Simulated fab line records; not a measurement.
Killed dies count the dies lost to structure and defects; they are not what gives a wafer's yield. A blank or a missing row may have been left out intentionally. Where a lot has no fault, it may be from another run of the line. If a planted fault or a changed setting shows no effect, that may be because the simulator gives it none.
fab line records -- flow n5-finfet
record: lots: 6, wafers: 18, last-day: 17
route steps=1938 shown MIM_TOP_LITHO@1839 MIM_TOP_ETCH@1851 PASSIVATION@1936
lots that met no fault: taken from a fault-free run of the same line
start-h: start of the lot's first displayed wafer, in hours after the record's first day -- wait-h: hours since the lot's step before -- " as in the row above -- L1.1+2: a row that stands for several wafers -- - either no value or no given start -- * or withheld: withheld -- < > ~ a bound
route shown NAME@n: NAME is a module with steps in the file, n the number in the route of the first one -- usual: the fault-free wafers' mean and standard deviation -- same: alike in all rows -- chamber/n: place in a boat -- sites: each site's reading -- _std_site: the values' standard deviation -- _edge_site: outer sites' mean less inner sites' -- radius-mm: how far each site lies from the wafer's centre -- mask NAME#n: copy n -- behind: the last tool/chamber to shape the wafer -- hold: what put the lot on hold/how long, in hours/how the hold closed -- device: the transistor (n, p or np) that didn't switch -- end of line: the route-end tests of the same wafers -- a step given without rows: its recipe and nothing more -- killed: dies that structure and defects cost at the first sort, which is not the same as the wafer's yield -- map: the dies of a wafer, with x for killed, . for not killed, _ for no die there
set.NAME: setting as actually run; set.NAME@STEP: the setting as run at that earlier step -- model.NAME: the simulator's own value behind a step, which no gauge read
a table for each step, a row for each wafer; lots at some steps of the route
services: when a tool's chamber went out of use (start-h, in hours from the record's first day, below 0 if earlier), for how many hours, and the reason
== steps ==
step: N5_MIM_TOP_LITHO_HMDS_01
recipe: time-s: 60, temp-c: 120
step: N5_MIM_TOP_LITHO_COAT_02
recipe: spin-rpm: *, resist-thk-nm: *
step: N5_MIM_TOP_LITHO_EBR_04
recipe: solvent: PGMEA, ebr-width-mm: 1.5
step: N5_MIM_TOP_LITHO_SOFTBAKE_03
recipe: temp-c: 100, time-s: 90
step: N5_MIM_TOP_LITHO_EXPOSE_05
recipe: mask-id: MIM_TOP, na: 0.55, source-shape: conventional, sigma-outer: 0.8, polarization: unpolarized, target-cd-nm: 2000, dose-mj: 20.5
step: N5_MIM_TOP_LITHO_PEB_06
recipe: peb-temp-c: withheld, peb-time-s: *
step: N5_MIM_TOP_LITHO_DEVELOP_07
recipe: develop-time-s: 60, rinse-liquid: diw, dry: air-spin, dev-temp-c: 21
step: N5_MIM_TOP_LITHO_HARDBAKE_09
recipe: temp-c: 130, time-s: 120
step: N5_MIM_TOP_LITHO_CD_MEAS_08
recipe: target-cd-nm: 2000, landing-energy-ev: 500, detector: se-inlens
usual: cd-nm: 2000.7/2.7
lot.wafer,tool,chamber,start-h,wait-h,cd-nm
L699.2,cd-sem-03,0,295.23,-,1998.0
L699.4,cd-sem-03,0,295.23,-,2001.1
L699.5,cd-sem-03,0,295.23,-,1994.8
L701.2,cd-sem-01,0,301.80,-,2002.3
L701.4,cd-sem-01,0,301.80,-,1999.9
L701.6,cd-sem-01,0,301.80,-,1999.1
L709.2,cd-sem-03,0,346.83,-,1997.9
L709.4,cd-sem-03,0,346.83,-,2002.2
L709.6,cd-sem-03,0,346.83,-,2002.4
L712.1,cd-sem-03,0,352.67,-,2002.3
L712.5,cd-sem-03,0,352.67,-,2003.0
L712.6,cd-sem-03,0,352.67,-,1996.9
L716.2,cd-sem-03,0,385.64,-,2007.3
L716.5,cd-sem-03,0,385.64,-,2000.2
L716.6,cd-sem-03,0,385.64,-,2002.3
L715.2,cd-sem-03,0,386.05,-,1998.1
L715.3,cd-sem-03,0,386.05,-,1997.0
L715.5,cd-sem-03,0,386.05,-,2000.4
step: N5_MIM_TOP_LITHO_OVL_MEAS_11
recipe: points-per-wafer: 44
usual: MIM_TOP_OVL: 2/5.5
lot.wafer,tool,chamber,start-h,wait-h,MIM_TOP_OVL[nm]
L699.2,overlay-02,0,295.26,0.0,-8
L699.4,overlay-02,0,295.26,0.0,1
L699.5,overlay-02,0,295.26,0.0,-6
L701.2,overlay-01,0,301.83,0.0,-2
L701.4,overlay-01,0,301.83,0.0,-2
L701.6,overlay-01,0,301.83,0.0,-2
L709.2,overlay-02,0,346.86,0.0,5
L709.4,overlay-02,0,346.86,0.0,3
L709.6,overlay-02,0,346.86,0.0,5
L712.1,overlay-01,0,352.70,0.0,2
L712.5,overlay-01,0,352.70,0.0,1
L712.6,overlay-01,0,352.70,0.0,4
L716.2,overlay-01,0,385.67,0.0,-1
L716.5,overlay-01,0,385.67,0.0,3
L716.6,overlay-01,0,385.67,0.0,0
L715.2,overlay-02,0,386.08,0.0,4
L715.3,overlay-02,0,386.08,0.0,12
L715.5,overlay-02,0,386.08,0.0,7
step: N5_MIM_TOP_LITHO_INSPECT_12
recipe: mode: adi, inspect-instrument: macro
usual: raw-defect-count: 2.1/1.4
lot.wafer,tool,chamber,start-h,wait-h,raw-defect-count
L699.2,defect-inspect-02,-,295.28,0.0,3
L699.4,defect-inspect-02,-,295.28,0.0,0
L699.5,defect-inspect-02,-,295.28,0.0,3
L701.2,defect-inspect-02,-,301.86,0.0,3
L701.4,defect-inspect-02,-,301.86,0.0,1
L701.6,defect-inspect-02,-,301.86,0.0,3
L709.2,defect-inspect-01,-,346.88,0.0,0
L709.4,defect-inspect-01,-,346.88,0.0,3
L709.6,defect-inspect-01,-,346.88,0.0,2
L712.1,defect-inspect-02,-,352.72,0.0,4
L712.5,defect-inspect-02,-,352.72,0.0,2
L712.6,defect-inspect-02,-,352.72,0.0,4
L716.2,defect-inspect-02,-,385.69,0.0,2
L716.5,defect-inspect-02,-,385.69,0.0,1
L716.6,defect-inspect-02,-,385.69,0.0,0
L715.2,defect-inspect-01,-,386.10,0.0,1
L715.3,defect-inspect-01,-,386.10,0.0,4
L715.5,defect-inspect-01,-,386.10,0.0,2
step: N5_MIM_TOP_LITHO_DESCUM_10
recipe: chemistry: O2, time-s: 7.9, source-power-w: 50, bias-power-w: 20, pressure-mtorr: 20, rf-frequency-hz: 2.712e+07, temp-c: 40, o2-flow-sccm: 225
usual: drypump-motor-current-A: 5.5/0.54, o2-flow-sccm: 225.0/0.75, oes-product-au: 0.82/0.076, rf-fwd-power-W: 49.69/0.17, rf-vpp-V: 243.5/1.4, showerhead-plenum-p-Torr: 2.11/0.079, throttle-valve-pct: 20.43/0.18
same: time-s: 7.9
lot.wafer,tool,chamber,start-h,wait-h,drypump-motor-current-A,o2-flow-sccm,oes-product-au,rf-fwd-power-W,rf-hours-counter-h,rf-vpp-V,showerhead-plenum-p-Torr,throttle-valve-pct
L699.2,rie-diel-06,2,295.43,0.1,5.1,224.3,0.76,49.89,131,245.2,2.21,20.34
L699.4,rie-diel-06,3,295.43,0.1,5.9,225.7,0.77,49.60,139,241.7,2.10,20.46
L699.5,rie-diel-06,0,295.43,0.1,6.2,224.4,0.91,49.75,-,242.0,2.03,20.39
L701.2,rie-diel-06,2,301.90,0.0,5.1,226.8,0.76,49.53,133,245.5,2.21,20.34
L701.4,rie-diel-06,2,301.90,0.0,5.1,226.5,0.76,49.75,-,245.2,2.21,20.34
L701.6,rie-diel-06,3,301.90,0.0,5.9,225.1,0.78,49.51,-,244.3,2.10,20.47
L709.2,rie-diel-05,1,347.21,0.3,5.3,225.2,0.84,49.32,71,244.3,2.19,20.50
L709.4,rie-diel-05,1,347.21,0.3,5.3,225.5,0.83,49.49,-,245.6,2.19,20.49
L709.6,rie-diel-05,1,347.21,0.3,5.3,225.6,0.83,49.60,-,246.1,2.19,20.48
L712.1,rie-diel-06,2,352.76,0.0,5.1,224.0,0.73,49.61,160,244.1,2.20,20.37
L712.5,rie-diel-06,1,352.76,0.0,4.8,225.3,0.91,49.97,-,241.7,2.02,20.15
L712.6,rie-diel-06,0,352.76,0.0,6.2,225.0,0.90,49.64,-,241.8,2.03,20.40
L716.2,rie-diel-06,2,385.73,0.0,5.1,225.0,0.73,49.65,172,244.7,2.20,20.42
L716.5,rie-diel-06,1,385.73,0.0,4.8,225.4,0.89,49.85,-,242.1,2.02,20.17
L716.6,rie-diel-06,0,385.73,0.0,6.2,225.1,0.87,49.44,-,242.9,2.03,20.41
L715.2,rie-diel-04,3,386.14,0.0,6.2,225.0,0.71,49.76,201,242.8,1.98,20.77
L715.3,rie-diel-04,2,386.14,0.0,5.7,225.1,0.85,49.44,81,242.1,2.01,20.32
L715.5,rie-diel-04,3,386.14,0.0,6.2,226.1,0.71,49.46,-,241.0,1.98,20.77
step: N5_MIM_TOP_ETCH_ETCH_00
recipe: chemistry: Cl2/BCl3, target: TiN, target-depth-a: 385, ion-energy-ev: 150, pressure-mtorr: 10, icp-w: 1000, bias-w: 126, Cl2_flow_sccm: 53.25, bcl3-flow-sccm: 21.75, Ar_flow_sccm: 25
usual: bcl3-flow-sccm: 21.75/0.064, drypump-motor-current-A: 5.8/0.43, mfc-cl2-sccm: 53.30/0.16, oes-product-au: 0.81/0.069, rf-fwd-power-W: 993/3.8, throttle-valve-pct: 22.53/0.093
lot.wafer,tool,chamber,start-h,wait-h,bcl3-flow-sccm,drypump-motor-current-A,mfc-cl2-sccm,oes-product-au,rf-fwd-power-W,rf-hours-counter-h,throttle-valve-pct
L699.2,rie-metal-02,0,295.53,0.1,21.69,6.6,53.22,0.77,988,35,22.39
L699.4,rie-metal-02,0,295.53,0.1,21.77,6.6,53.32,0.78,996,-,22.41
L699.5,rie-metal-02,1,295.53,0.1,21.79,5.8,53.54,0.78,991,-,22.56
L701.2,rie-metal-03,0,302.03,0.1,21.83,5.3,53.20,0.81,988,-,22.47
L701.4,rie-metal-03,0,302.03,0.1,21.82,5.4,53.31,0.80,993,-,22.48
L701.6,rie-metal-03,0,302.03,0.1,21.76,5.4,53.14,0.81,988,-,22.47
L709.2,rie-metal-02,0,347.33,0.1,21.85,6.6,35.51,0.75,990,40,20.31
L709.4,rie-metal-02,1,347.33,0.1,21.89,5.8,53.35,0.76,995,-,22.59
L709.6,rie-metal-02,1,347.33,0.1,21.84,5.8,53.33,0.76,998,-,22.59
L712.1,rie-metal-02,0,352.84,0.1,21.76,6.6,35.92,0.76,991,40,20.31
L712.5,rie-metal-02,0,352.84,0.1,21.65,6.6,35.79,0.76,991,-,20.32
L712.6,rie-metal-02,1,352.84,0.1,21.67,5.8,53.35,0.77,993,-,22.59
L716.2,rie-metal-01,1,385.82,0.1,21.79,5.6,53.41,0.83,985,20,22.53
L716.5,rie-metal-01,0,385.82,0.1,21.66,5.9,53.21,0.71,991,-,22.58
L716.6,rie-metal-01,1,385.82,0.1,21.79,5.5,53.08,0.82,991,-,22.54
L715.2,rie-metal-03,0,386.23,0.1,21.75,5.3,53.31,0.78,996,37,22.47
L715.3,rie-metal-03,0,386.23,0.1,21.84,5.4,52.87,0.78,999,-,22.50
L715.5,rie-metal-03,1,386.23,0.1,21.66,5.6,53.04,0.92,992,-,22.71
step: N5_MIM_TOP_ETCH_STRIP_01
recipe: chemistry: O2, power-w: 600, temp-c: 60, pressure-mtorr: 30, rf-frequency-hz: 6e+07, bias-power-w: 0, overash-fraction: 0.5, o2-flow-sccm: 225
usual: drypump-motor-current-A: 6.0/0.45, o2-flow-sccm: 225.0/0.67, oes-product-au: 0.77/0.09, rf-vpp-V: 3.9/1.3, showerhead-plenum-p-Torr: 2.13/0.061, throttle-valve-pct: 16.75/0.25
lot.wafer,tool,chamber,start-h,wait-h,drypump-motor-current-A,o2-flow-sccm,oes-product-au,rf-hours-counter-h,rf-vpp-V,showerhead-plenum-p-Torr,throttle-valve-pct
L699.2,rie-diel-01,2,295.67,0.1,5.4,224.9,0.80,109,2.9,2.11,16.88
L699.4,rie-diel-01,1,295.67,0.1,5.6,223.8,0.86,32,6.2,2.08,16.39
L699.5,rie-diel-01,1,295.67,0.1,5.6,224.5,0.89,-,2.2,2.08,16.38
L701.2,rie-diel-02,3,302.25,0.2,5.7,225.0,0.66,246,5.0,2.07,17.28
L701.4,rie-diel-02,2,302.25,0.2,6.0,224.8,0.72,215,4.8,2.17,16.90
L701.6,rie-diel-02,0,302.25,0.2,5.9,225.0,0.88,-,4.3,2.17,16.54
L709.2,rie-diel-01,3,347.47,0.1,6.4,225.4,0.96,23,5.3,2.03,16.21
L709.4,rie-diel-01,1,347.47,0.1,5.6,225.0,0.86,-,3.2,2.07,16.42
L709.6,rie-diel-01,0,347.47,0.1,5.1,226.3,0.67,-,3.3,2.19,16.90
L712.1,rie-diel-02,1,352.99,0.1,5.7,224.7,0.70,245,4.9,2.01,17.16
L712.5,rie-diel-02,0,352.99,0.1,5.9,226.3,0.89,-,3.3,2.16,16.59
L712.6,rie-diel-02,3,352.99,0.1,5.8,224.4,0.98,-,2.8,2.07,16.76
L716.2,rie-diel-03,0,385.97,0.1,6.1,224.7,0.70,224,2.9,2.17,16.72
L716.5,rie-diel-03,0,385.97,0.1,6.1,224.3,0.72,-,2.2,2.17,16.71
L716.6,rie-diel-03,1,385.97,0.1,5.7,224.4,0.68,-,5.0,2.08,17.10
L715.2,rie-diel-02,0,386.37,0.1,5.9,224.8,0.87,55,2.6,2.16,16.59
L715.3,rie-diel-02,3,386.37,0.1,5.8,226.1,0.93,11,5.3,2.07,16.72
L715.5,rie-diel-02,2,386.37,0.1,6.0,225.0,0.69,-,4.7,2.16,16.91
step: N5_PASSIVATION_PROBE_49
usual: defect-limited-yield: 91.4/1.5, killed_at_M0_to_M3: 36/11, killed_at_M4_up: 14/6, killed-at-contacts: 11/6, killed-at-front-end: 37/11, killed-at-other: 4/3.4, killed-dies: 102/18, killed-open: 66/13, killed-short: 34/7.8, sort_bin_5_function: 5.0/0.97, sort_bin_6_memory: 3.2/0.7, sort_bin_8_speed: 0.0/0.38, sort-n-pass: 1078/19, sort-yield-pct: 91.3/1.6
same: gross-dies: 1180, killed-at-back-side: 0, sort_bin_4_leakage[%]: 0
lot.wafer,tool,chamber,start-h,wait-h,defect-limited-yield[%],killed_at_M0_to_M3,killed_at_M4_up,killed-at-contacts,killed-at-front-end,killed-at-other,killed-dies,killed-open,killed-short,sort_bin_5_function[%],sort_bin_6_memory[%],sort_bin_8_speed[%],sort-n-pass,sort-yield-pct[%]
L699.2,prober-01,-,307.66,0.1,91.1,24,10,18,45,8,105,75,27,5.1,3.6,0,1075,91.1
L699.4,prober-01,-,307.76,0.2,89.7,30,14,14,55,9,122,89,30,6.4,3.5,0,1058,89.7
L699.5,prober-01,-,307.81,0.2,90.1,26,29,13,46,3,117,68,49,6.1,3.6,0,1063,90.1
L701.2,prober-02,-,313.25,0.1,88.8,25,16,34,56,1,132,82,49,6.4,4.4,0,1048,88.8
L701.4,prober-02,-,313.35,0.2,88.3,41,17,15,63,2,138,90,47,6.1,5.1,0,1042,88.3
L701.6,prober-02,-,313.45,0.3,87.6,44,26,17,55,4,146,98,47,8.1,3.7,0,1034,87.6
L709.2,prober-02,-,359.26,0.5,92.9,34,12,10,27,1,84,47,36,3.8,2.7,0,1096,92.9
L709.4,prober-02,-,359.36,0.6,92.1,38,21,11,23,0,93,64,28,4.2,3.6,0,1087,92.1
L709.6,prober-02,-,359.46,0.7,89.7,46,22,12,40,2,122,81,38,5.7,4.1,0,1058,89.7
L712.1,prober-01,-,363.57,0.0,91.9,26,18,13,39,0,96,62,33,4.2,3.5,0,1084,91.9
L712.5,prober-01,-,363.77,0.2,93.2,25,5,20,28,2,80,50,30,4.0,2.3,0,1100,93.2
L712.6,prober-01,-,363.82,0.3,91.7,32,11,16,37,2,98,58,38,4.9,3.1,0,1082,91.7
L716.2,prober-01,-,395.12,0.1,91.5,21,9,23,45,2,100,68,31,4.8,3.4,0,1080,91.5
L716.5,prober-01,-,395.27,0.2,92.4,18,20,18,34,0,90,59,29,4.3,3.1,0,1090,92.4
L716.6,prober-01,-,395.32,0.3,88.1,49,17,13,60,1,140,88,47,7.2,4.4,0,1040,88.1
L715.2,prober-02,-,397.08,0.1,92.5,24,9,5,41,9,88,61,26,4.9,2.3,0,1092,92.5
L715.3,prober-02,-,397.13,0.1,90.8,34,18,4,45,7,108,71,37,5.5,3.1,0,1072,90.8
L715.5,prober-02,-,397.23,0.2,90.4,34,28,12,35,4,113,68,42,5.8,3.3,0.1,1067,90.4
killed by level:class
L699.2 MOL_CONTACT_COAG:geometric-particle:open=13 FIN_SAQP:geometric-particle:open=11 STI_FIN_REVEAL:geometric-particle:open=11 BEOL_M2:geometric-particle:open=7 MOL_CONTACT_COAG:geometric-particle:short=4 BEOL_M0_SAQP:geometric-particle:short=4 BEOL_M3:geometric-particle:open=4 BEOL_M4:geometric-particle:open=4
L699.4 FIN_SAQP:geometric-particle:open=25 MOL_CONTACT_COAG:geometric-particle:open=12 BEOL_M3:geometric-particle:open=10 FIN_SAQP:geometric-particle:short=7 BEOL_M0_SAQP:geometric-particle:short=6 BEOL_M4:geometric-particle:open=6 BEOL_M2:geometric-particle:open=5 DUMMY_GATE:geometric-particle:open=4
L699.5 FIN_SAQP:geometric-particle:open=13 MOL_CONTACT_COAG:geometric-particle:open=11 BEOL_M4:geometric-particle:short=11 FIN_SAQP:geometric-particle:short=7 BEOL_M0_SAQP:geometric-particle:open=7 BEOL_M4:geometric-particle:open=6 DUMMY_GATE:geometric-particle:open=5 DUMMY_GATE:geometric-particle:short=4
L701.2 MOL_CONTACT_COAG:geometric-particle:open=27 FIN_SAQP:geometric-particle:open=15 FIN_SAQP:geometric-particle:short=15 STI_FIN_REVEAL:geometric-particle:open=7 MOL_CONTACT_COAG:geometric-particle:short=7 BEOL_M0_SAQP:geometric-particle:open=7 BEOL_M2:geometric-particle:open=7 BEOL_M0_SAQP:geometric-particle:short=5
L701.4 FIN_SAQP:geometric-particle:open=29 FIN_SAQP:geometric-particle:short=17 BEOL_M0_SAQP:geometric-particle:short=11 MOL_CONTACT_COAG:geometric-particle:open=11 BEOL_M0_SAQP:geometric-particle:open=10 BEOL_M4:geometric-particle:open=9 BEOL_M3:geometric-particle:short=6 BEOL_M3:geometric-particle:open=5
L701.6 FIN_SAQP:geometric-particle:open=26 BEOL_M0_SAQP:geometric-particle:open=15 FIN_SAQP:geometric-particle:short=14 BEOL_M4:geometric-particle:open=13 MOL_CONTACT_COAG:geometric-particle:open=12 BEOL_M0_SAQP:geometric-particle:short=12 BEOL_M3:geometric-particle:short=6 MOL_CONTACT_COAG:geometric-particle:short=5
L709.2 BEOL_M0_SAQP:geometric-particle:open=9 BEOL_M2:geometric-particle:open=9 GATE_CUT:geometric-particle:short=8 BEOL_M0_SAQP:geometric-particle:short=7 MOL_CONTACT_COAG:geometric-particle:open=6 GATE_CUT:geometric-particle:open=5 FIN_SAQP:geometric-particle:short=4 MOL_CONTACT_COAG:geometric-particle:short=3
L709.4 BEOL_M0_SAQP:geometric-particle:open=11 BEOL_M0_SAQP:geometric-particle:short=10 MOL_CONTACT_COAG:geometric-particle:open=9 BEOL_M2:geometric-particle:open=7 BEOL_M4:geometric-particle:open=7 FIN_SAQP:geometric-particle:short=4 DUMMY_GATE:geometric-particle:open=4 BEOL_M5:geometric-particle:open=4
L709.6 BEOL_M0_SAQP:geometric-particle:open=13 FIN_SAQP:geometric-particle:short=11 BEOL_M3:geometric-particle:open=10 MOL_CONTACT_COAG:geometric-particle:open=8 BEOL_M0_SAQP:geometric-particle:short=8 BEOL_M2:geometric-particle:open=7 BEOL_M5:geometric-particle:open=7 BEOL_M4:geometric-particle:open=6
L712.1 MOL_CONTACT_COAG:geometric-particle:open=10 GATE_CUT:geometric-particle:open=9 STI_FIN_REVEAL:geometric-particle:open=7 BEOL_M0_SAQP:geometric-particle:open=6 BEOL_M4:geometric-particle:open=6 BEOL_M2:geometric-particle:open=5 STARTING-WAFER:geometric-particle:short=5 GATE_CUT:geometric-particle:short=4
L712.5 MOL_CONTACT_COAG:geometric-particle:open=16 GATE_CUT:geometric-particle:short=10 STI_FIN_REVEAL:geometric-particle:open=4 MOL_CONTACT_COAG:geometric-particle:short=4 BEOL_M0_SAQP:geometric-particle:short=4 BEOL_M0_SAQP:geometric-particle:open=4 BEOL_M1:geometric-particle:open=4 BEOL_M2:geometric-particle:open=4
L712.6 MOL_CONTACT_COAG:geometric-particle:open=11 GATE_CUT:geometric-particle:short=8 BEOL_M3:geometric-particle:open=8 STI_FIN_REVEAL:geometric-particle:open=7 BEOL_M0_SAQP:geometric-particle:open=6 MOL_CONTACT_COAG:geometric-particle:short=5 BEOL_M0_SAQP:geometric-particle:short=4 BEOL_M0:geometric-particle:open=4
L716.2 MOL_CONTACT_COAG:geometric-particle:open=18 STI_FIN_REVEAL:geometric-particle:open=15 BEOL_M0_SAQP:geometric-particle:short=9 DUMMY_GATE:geometric-particle:open=7 FIN_SAQP:geometric-particle:short=6 MOL_CONTACT_COAG:geometric-particle:short=5 BEOL_M0_SAQP:geometric-particle:open=4 BEOL_M2:geometric-particle:open=4
L716.5 MOL_CONTACT_COAG:geometric-particle:open=12 BEOL_M2:geometric-particle:open=7 BEOL_M4:geometric-particle:open=7 MOL_CONTACT_COAG:geometric-particle:short=6 BEOL_M3:geometric-particle:open=6 FIN_SAQP:geometric-particle:short=5 STI_FIN_REVEAL:geometric-particle:open=5 STI_FIN_REVEAL:geometric-particle:short=4
L716.6 STI_FIN_REVEAL:geometric-particle:open=14 BEOL_M0_SAQP:geometric-particle:open=13 BEOL_M0_SAQP:geometric-particle:short=11 MOL_CONTACT_COAG:geometric-particle:open=9 DUMMY_GATE:geometric-particle:open=8 BEOL_M3:geometric-particle:open=8 FIN_SAQP:geometric-particle:open=6 FIN_SAQP:geometric-particle:short=6
L715.2 STI_FIN_REVEAL:geometric-particle:open=15 FIN_SAQP:geometric-particle:open=8 BEOL_M2:geometric-particle:open=7 BEOL_M0_SAQP:geometric-particle:short=5 FIN_SAQP:geometric-particle:short=4 DUMMY_GATE:geometric-particle:open=4 MOL_CONTACT_COAG:geometric-particle:open=4 BEOL_M0_SAQP:geometric-particle:open=4
L715.3 STI_FIN_REVEAL:geometric-particle:open=18 BEOL_M1:geometric-particle:open=12 BEOL_M4:geometric-particle:open=9 FIN_SAQP:geometric-particle:short=7 FIN_SAQP:geometric-particle:open=5 BEOL_M0_SAQP:geometric-particle:short=5 BEOL_M3:geometric-particle:open=5 BEOL_M0_SAQP:geometric-particle:open=4
L715.5 FIN_SAQP:geometric-particle:short=13 BEOL_M4:geometric-particle:open=13 FIN_SAQP:geometric-particle:open=10 MOL_CONTACT_COAG:geometric-particle:open=10 BEOL_M1:geometric-particle:open=8 BEOL_M0_SAQP:geometric-particle:open=6 BEOL_M0_SAQP:geometric-particle:short=5 BEOL_M1:geometric-particle:short=4
== services ==
tool,chamber,start-h,hours,kind
rie-metal-01,0,279.32,6.2,repair
rie-diel-03,-,283.25,0.1,repair
rie-diel-03,1,299.40,1.6,repair
rie-diel-06,1,300.87,-,clean
rie-diel-06,1,300.87,-,consumable-replace:focus-ring
rie-diel-06,1,300.87,19.6,scheduled-down
rie-diel-06,1,300.87,19.6,vent-cycle
rie-diel-02,1,311.81,7.9,repair
rie-diel-02,3,314.33,6.4,repair
rie-diel-02,3,320.94,-,clean
rie-diel-02,3,320.94,-,consumable-replace:focus-ring
rie-diel-02,3,320.94,25.9,scheduled-down
rie-diel-02,3,320.94,25.9,vent-cycle
rie-diel-06,0,336.10,14.8,repair
rie-metal-02,-,339.41,0.4,repair
rie-diel-01,2,344.05,3.6,repair
rie-diel-05,0,345.00,5.6,repair
rie-metal-01,0,351.79,6.4,repair
rie-diel-02,3,358.48,9.0,repair
rie-metal-01,0,360.48,17.6,repair
rie-diel-02,1,369.38,-,clean
rie-diel-01,3,371.86,5.6,repair
rie-diel-01,-,377.20,0.4,repair
rie-diel-05,-,384.77,1.2,repair
== key ==
first-sign: step: N5_MIM_TOP_ETCH_ETCH_00, reading: mfc-cl2-sccm, direction: down, sigmas: 99+, usual: 53.30, struck: 35.74
effect: step: N5_MIM_TOP_ETCH_ETCH_00, reading: throttle-valve-pct, direction: down, sigmas: 24, usual: *, struck: *
met-at N5_MIM_TOP_ETCH_ETCH_00
struck-wafers L709.2,L712.1,L712.5
onset-between 295.53 347.33
fault: kind: process-parameter-drift, tool: rie-metal-02, chamber: 0, onset-h: 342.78, steps: N5_MIM_TOP_ETCH_ETCH_00, channel: Cl2_flow_sccm, offset: -17.509, shape: step, end-h: 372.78, acts-in: these-recipes-only, stated: 53.25
